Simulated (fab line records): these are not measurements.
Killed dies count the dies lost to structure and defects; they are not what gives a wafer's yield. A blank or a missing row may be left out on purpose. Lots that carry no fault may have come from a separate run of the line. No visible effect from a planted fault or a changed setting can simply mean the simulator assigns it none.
Which of the tools did it? || flow n5Finfet || 11 lots, 33 wafers sampled, at 5 steps of a route of 1938

WHAT THE GAUGES SHOWED, per wafer
N5_ZERO_LAYER_INSPECT_20: inspects for defects (darkfield).
{"lot": "L267", "measured": "day 2 07:35", "on": "defectInspect-01", "rawDefectCount": "21 35 35"}
{"lot": "L268", "measured": "day 2 13:16", "on": "defectInspect-02", "rawDefectCount": "16 29 38"}
{"lot": "L269", "measured": "day 2 19:15", "on": "defectInspect-01", "rawDefectCount": "16 59 68"}
{"lot": "L270", "measured": "day 3 01:15", "on": "defectInspect-01", "rawDefectCount": "41 43 43"}
{"lot": "L271", "measured": "day 3 07:15", "on": "defectInspect-02", "rawDefectCount": "40 32 13"}
{"lot": "L272", "measured": "day 3 13:41", "on": "defectInspect-01", "rawDefectCount": "27 37 28"}
{"lot": "L279", "measured": "day 5 07:17", "on": "defectInspect-02", "rawDefectCount": "18 24 16"}
{"lot": "L280", "measured": "day 5 13:15", "on": "defectInspect-01", "rawDefectCount": "37 45 54"}
{"lot": "L284", "measured": "day 6 13:23", "on": "defectInspect-02", "rawDefectCount": "22 11 39"}
{"lot": "L285", "measured": "day 6 19:36", "on": "defectInspect-01", "rawDefectCount": "24 49 40"}
{"lot": "L287", "measured": "day 7 07:24", "on": "defectInspect-01", "rawDefectCount": "23 21 21"}

N5_WELL_APT_CD_MEAS_25: the cd target is 200 nm.
{"lot": "L267", "measured": "day 2 09:21", "on": "cdSem-01", "cdNm (nm)": "202.3 201.0 201.8"}
{"lot": "L268", "measured": "day 2 15:08", "on": "cdSem-02", "cdNm (nm)": "198.3 199.2 200.3"}
{"lot": "L269", "measured": "day 2 20:48", "on": "cdSem-02", "cdNm (nm)": "197.3 200.4 200.8"}
{"lot": "L270", "measured": "day 3 03:08", "on": "cdSem-02", "cdNm (nm)": "198.4 198.8 198.2"}
{"lot": "L271", "measured": "day 3 08:48", "on": "cdSem-02", "cdNm (nm)": "201.3 200.7 201.3"}
{"lot": "L272", "measured": "day 3 15:14", "on": "cdSem-01", "cdNm (nm)": "199.5 198.6 198.7"}
{"lot": "L279", "measured": "day 5 08:59", "on": "cdSem-02", "cdNm (nm)": "200.7 202.2 201.9"}
{"lot": "L280", "measured": "day 5 15:11", "on": "cdSem-02", "cdNm (nm)": "197.6 199.4 198.3"}
{"lot": "L284", "measured": "day 6 15:03", "on": "cdSem-02", "cdNm (nm)": "200.8 200.8 201.6"}
{"lot": "L285", "measured": "day 6 21:16", "on": "cdSem-02", "cdNm (nm)": "200.3 199.7 198.4"}
{"lot": "L287", "measured": "day 7 08:50", "on": "cdSem-03", "cdNm (nm)": "200.2 200.2 201.8"}

N5_WELL_APT_OVL_MEAS_26.
{"lot": "L267", "measured": "day 2 09:23", "on": "overlay-02", "PWELL_OVL (nm)": "0 -1 -3"}
{"lot": "L268", "measured": "day 2 15:10", "on": "overlay-02", "PWELL_OVL (nm)": "-1 -3 6"}
{"lot": "L269", "measured": "day 2 20:50", "on": "overlay-02", "PWELL_OVL (nm)": "-6 4 4"}
{"lot": "L270", "measured": "day 3 03:10", "on": "overlay-01", "PWELL_OVL (nm)": "7 -6 -6"}
{"lot": "L271", "measured": "day 3 08:50", "on": "overlay-02", "PWELL_OVL (nm)": "7 11 9"}
{"lot": "L272", "measured": "day 3 15:16", "on": "overlay-01", "PWELL_OVL (nm)": "8 6 8"}
{"lot": "L279", "measured": "day 5 09:01", "on": "overlay-01", "PWELL_OVL (nm)": "2 3 7"}
{"lot": "L280", "measured": "day 5 15:13", "on": "overlay-01", "PWELL_OVL (nm)": "-4 1 -5"}
{"lot": "L284", "measured": "day 6 15:05", "on": "overlay-01", "PWELL_OVL (nm)": "-1 -7 -7"}
{"lot": "L285", "measured": "day 6 21:18", "on": "overlay-01", "PWELL_OVL (nm)": "4 4 12"}
{"lot": "L287", "measured": "day 7 08:52", "on": "overlay-01", "PWELL_OVL (nm)": "-4 1 -2"}

N5_BEOL_M4_RC_MEAS_101.
{"lot": "L267", "measured": "day 8 06:36", "on": "prober-02", "CJ_P": "5.85 5.88 5.86", "DIBL_N (mV/V)": "37.0 35.4 34.7", "DIBL_P (mV/V)": "37.7 36.0 35.2", "IOFF_N (nA/um)": "0.187 0.150 0.138", "IOFF_P (nA/um)": "0.214 0.183 0.173", "ION_N (uA/um)": "688 673 665", "ION_P (uA/um)": "461 456 456", "SS_N (mV/dec)": "72.5 71.9 71.7", "SS_P (mV/dec)": "73.3 73.1 72.8", "VT_N (mV)": "246.9 251.1 250.6", "VT_P (mV)": "-248.0 -253.8 -253.1"}
{"lot": "L268", "measured": "day 8 20:59", "on": "prober-01", "CJ_P": "5.88 5.74 5.83", "DIBL_N (mV/V)": "36.0 36.0 36.9", "DIBL_P (mV/V)": "36.0 35.6 37.8", "IOFF_N (nA/um)": "0.149 0.144 0.173", "IOFF_P (nA/um)": "0.187 0.178 0.210", "ION_N (uA/um)": "658 661 673", "ION_P (uA/um)": "446 452 458", "SS_N (mV/dec)": "71.7 71.4 72.4", "SS_P (mV/dec)": "73.1 73.0 73.6", "VT_N (mV)": "253.4 253.4 250.8", "VT_P (mV)": "-250.9 -251.6 -251.3"}
{"lot": "L269", "measured": "day 9 13:40", "on": "prober-01", "CJ_P": "5.65 5.62 5.78", "DIBL_N (mV/V)": "37.4 37.9 36.1", "DIBL_P (mV/V)": "37.3 38.3 36.5", "IOFF_N (nA/um)": "0.179 0.193 0.152", "IOFF_P (nA/um)": "0.263 0.274 0.238", "ION_N (uA/um)": "691 672 689", "ION_P (uA/um)": "480 466 474", "SS_N (mV/dec)": "71.8 72.1 71.8", "SS_P (mV/dec)": "73.7 74.0 73.6", "VT_N (mV)": "247.9 243.3 246.9", "VT_P (mV)": "-244.0 -242.7 -246.4"}
{"lot": "L270", "measured": "day 9 11:40", "on": "prober-01", "CJ_P": "5.93 5.90 5.74", "DIBL_N (mV/V)": "36.4 33.3 35.5", "DIBL_P (mV/V)": "36.7 33.2 35.5", "IOFF_N (nA/um)": "0.144 0.112 0.134", "IOFF_P (nA/um)": "0.225 0.173 0.205", "ION_N (uA/um)": "652 676 669", "ION_P (uA/um)": "459 465 464", "SS_N (mV/dec)": "70.8 70.8 71.2", "SS_P (mV/dec)": "73.0 71.9 72.8", "VT_N (mV)": "252.7 254.2 252.9", "VT_P (mV)": "-248.0 -249.8 -250.0"}
{"lot": "L271", "measured": "day 10 09:23", "on": "prober-02", "CJ_P": "5.90 5.82 5.93", "DIBL_N (mV/V)": "34.4 36.3 35.7", "DIBL_P (mV/V)": "35.5 37.5 36.6", "IOFF_N (nA/um)": "0.140 0.174 0.159", "IOFF_P (nA/um)": "0.198 0.229 0.215", "ION_N (uA/um)": "668 675 668", "ION_P (uA/um)": "457 464 458", "SS_N (mV/dec)": "71.3 71.7 71.5", "SS_P (mV/dec)": "72.5 73.4 73.4", "VT_N (mV)": "252.3 248.8 250.5", "VT_P (mV)": "-248.4 -248.3 -249.8"}
{"lot": "L272", "measured": "day 10 18:01", "on": "prober-01", "CJ_P": "5.73 5.92 5.87", "DIBL_N (mV/V)": "36.1 35.7 37.2", "DIBL_P (mV/V)": "37.7 37.2 39.5", "IOFF_N (nA/um)": "0.172 0.164 0.199", "IOFF_P (nA/um)": "0.219 0.210 0.248", "ION_N (uA/um)": "683 677 689", "ION_P (uA/um)": "464 464 465", "SS_N (mV/dec)": "71.6 72.1 72.6", "SS_P (mV/dec)": "73.4 73.6 75.0", "VT_N (mV)": "248.2 248.6 244.6", "VT_P (mV)": "-248.6 -251.2 -247.5"}
{"lot": "L279", "measured": "day 11 19:55", "on": "prober-02", "CJ_P": "4.87 4.85 5.01", "DIBL_N (mV/V)": "36.7 35.7 34.9", "DIBL_P (mV/V)": "37.3 36.9 35.9", "IOFF_N (nA/um)": "0.162 0.147 0.131", "IOFF_P (nA/um)": "0.228 0.222 0.199", "ION_N (uA/um)": "672 673 666", "ION_P (uA/um)": "471 467 463", "SS_N (mV/dec)": "71.6 71.1 71.6", "SS_P (mV/dec)": "73.4 73.3 73.3", "VT_N (mV)": "249.7 252.8 253.9", "VT_P (mV)": "-246.8 -246.6 -246.9"}
{"lot": "L280", "measured": "day 12 05:11", "on": "prober-02", "CJ_P": "4.81 4.94 5.00", "DIBL_N (mV/V)": "36.0 34.2 35.2", "DIBL_P (mV/V)": "36.9 33.9 35.0", "IOFF_N (nA/um)": "0.159 0.129 0.141", "IOFF_P (nA/um)": "0.237 0.194 0.198", "ION_N (uA/um)": "679 669 663", "ION_P (uA/um)": "467 463 458", "SS_N (mV/dec)": "72.1 71.5 71.1", "SS_P (mV/dec)": "73.3 72.7 72.8", "VT_N (mV)": "249.3 251.4 250.4", "VT_P (mV)": "-247.9 -248.3 -251.0"}
{"lot": "L284", "measured": "day 12 22:19", "on": "prober-02", "CJ_P": "5.77 5.85 5.68", "DIBL_N (mV/V)": "38.6 36.9 39.0", "DIBL_P (mV/V)": "37.3 36.2 37.4", "IOFF_N (nA/um)": "0.201 0.162 0.196", "IOFF_P (nA/um)": "0.240 0.213 0.229", "ION_N (uA/um)": "679 664 666", "ION_P (uA/um)": "465 454 460", "SS_N (mV/dec)": "71.2 70.9 71.8", "SS_P (mV/dec)": "73.5 73.0 73.7", "VT_N (mV)": "245.6 249.2 246.6", "VT_P (mV)": "-246.5 -248.0 -249.1"}
{"lot": "L285", "measured": "day 13 12:11", "on": "prober-01", "CJ_P": "5.90 5.86 5.89", "DIBL_N (mV/V)": "36.0 37.5 36.9", "DIBL_P (mV/V)": "36.4 38.9 38.2", "IOFF_N (nA/um)": "0.163 0.194 0.180", "IOFF_P (nA/um)": "0.219 0.256 0.244", "ION_N (uA/um)": "675 671 674", "ION_P (uA/um)": "461 460 465", "SS_N (mV/dec)": "71.3 71.9 71.4", "SS_P (mV/dec)": "73.2 73.7 73.9", "VT_N (mV)": "246.9 245.0 247.3", "VT_P (mV)": "-248.3 -248.7 -248.9"}
{"lot": "L287", "measured": "day 13 19:11", "on": "prober-02", "CJ_P": "5.79 5.90 5.93", "DIBL_N (mV/V)": "36.3 36.1 38.6", "DIBL_P (mV/V)": "38.1 38.3 40.1", "IOFF_N (nA/um)": "0.159 0.160 0.200", "IOFF_P (nA/um)": "0.214 0.214 0.258", "ION_N (uA/um)": "680 672 682", "ION_P (uA/um)": "465 465 469", "SS_N (mV/dec)": "71.2 71.2 72.3", "SS_P (mV/dec)": "73.8 73.3 74.7", "VT_N (mV)": "251.0 251.5 247.2", "VT_P (mV)": "-251.5 -250.7 -249.7"}

TOOL THAT RAN EACH LOT (tool first, then ch and the chambers of the sampled wafers, then the start)
{"lot": "L267", "N5_WELL_APT_IMPLANT_15": "implanter-01 ch 0, day 2 08:35"}
{"lot": "L268", "N5_WELL_APT_IMPLANT_15": "implanter-02 ch 0, day 2 14:14"}
{"lot": "L269", "N5_WELL_APT_IMPLANT_15": "implanter-01 ch 0, day 2 19:57"}
{"lot": "L270", "N5_WELL_APT_IMPLANT_15": "implanter-01 ch 0, day 3 02:14"}
{"lot": "L271", "N5_WELL_APT_IMPLANT_15": "implanter-02 ch 0, day 3 08:05"}
{"lot": "L272", "N5_WELL_APT_IMPLANT_15": "implanter-01 ch 0, day 3 14:25"}
{"lot": "L279", "N5_WELL_APT_IMPLANT_15": "implanter-02 ch 0, day 5 08:05"}
{"lot": "L280", "N5_WELL_APT_IMPLANT_15": "implanter-02 ch 0, day 5 14:17"}
{"lot": "L284", "N5_WELL_APT_IMPLANT_15": "implanter-01 ch 0, day 6 14:12"}
{"lot": "L285", "N5_WELL_APT_IMPLANT_15": "implanter-01 ch 0, day 6 20:25"}
{"lot": "L287", "N5_WELL_APT_IMPLANT_15": "implanter-01 ch 0, day 7 08:04"}
- N5_WELL_APT_IMPLANT_15

WHAT THE TOOLS THEMSELVES READ (means of the sampled wafers that have a number; where no wafer has one, the mark that the record gives instead)
N5_WELL_APT_IMPLANT_15.
{"lot": "L267", "tool": "implanter-01", "doseIonsCm2": 1.5e+13, "faradayCurrentUA": 188}
{"lot": "L268", "tool": "implanter-02", "doseIonsCm2": 1.5e+13, "faradayCurrentUA": 189}
{"lot": "L269", "tool": "implanter-01", "doseIonsCm2": 1.5e+13, "faradayCurrentUA": 189}
{"lot": "L270", "tool": "implanter-01", "doseIonsCm2": 1.5e+13, "faradayCurrentUA": 187}
{"lot": "L271", "tool": "implanter-02", "doseIonsCm2": 1.5e+13, "faradayCurrentUA": 187}
{"lot": "L272", "tool": "implanter-01", "doseIonsCm2": 1.5e+13, "faradayCurrentUA": 188}
{"lot": "L279", "tool": "implanter-02", "doseIonsCm2": 1.1e+13, "faradayCurrentUA": 138}
{"lot": "L280", "tool": "implanter-02", "doseIonsCm2": 1.1e+13, "faradayCurrentUA": 138}
{"lot": "L284", "tool": "implanter-01", "doseIonsCm2": 1.5e+13, "faradayCurrentUA": 191}
{"lot": "L285", "tool": "implanter-01", "doseIonsCm2": 1.5e+13, "faradayCurrentUA": 192}
{"lot": "L287", "tool": "implanter-01", "doseIonsCm2": 1.5e+13, "faradayCurrentUA": 190}

THE ANSWER, worked out from the rows above alone
Rule: the usual values come from the lots themselves. The widest of any qualifying gaps counts: lots, ordered by their means at a reading, are off when they make up no more than a third of the lots, leave a main group of 4 or more, and stand apart from it by 3 or more times the standard deviation of that group's means. If all means in a main group match to the digits the tables above print for the reading, that group is not used. A lot without any number at a reading at which 4 lots or more have one is off too. Any other lot the step has rows for is counted as sound. Order of review: gauges by route order, followed by the tools' own readings, for which a lot's mean as printed above is used. The first step at which some lot is off is used, and at that step the reading that is off furthest; a lot without a number counts as furthest.
Off: L279, L280, seen at N5_BEOL_M4_RC_MEAS_101 (CJ_P). Main group: mean 5.83, sd 0.063.
A tool fits if, at a process step before that reading, it ran every lot that is off, and no sound lot after the first of them. The gauges at N5_BEOL_M4_RC_MEAS_101 aren't tried: what is off there is off at N5_WELL_APT_IMPLANT_15 too, on other tools, and a gauge's error can't cause that. One fits: implanter-02 at N5_WELL_APT_IMPLANT_15. Its last sound lot is L271 (day 3 08:05), its first lot that is off L279 (day 5 08:05): a fault that began between those two fits.
The tool's own readings at N5_WELL_APT_IMPLANT_15 bear it out: on the lots that are off they differ by more than 5 times the standard deviation of the sound lots' means. doseIonsCm2 reads 1.1e+13 there against 1.5e+13 on the sound lots; faradayCurrentUA reads 138 there against 189 on the sound lots.

WHAT WAS PUT IN BY THE SIMULATOR
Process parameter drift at N5_WELL_APT_IMPLANT_15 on implanter-02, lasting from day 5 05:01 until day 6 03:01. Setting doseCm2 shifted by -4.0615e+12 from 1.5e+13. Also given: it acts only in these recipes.
Lots struck among those shown: L279, L280. This agrees with what the rule above found.
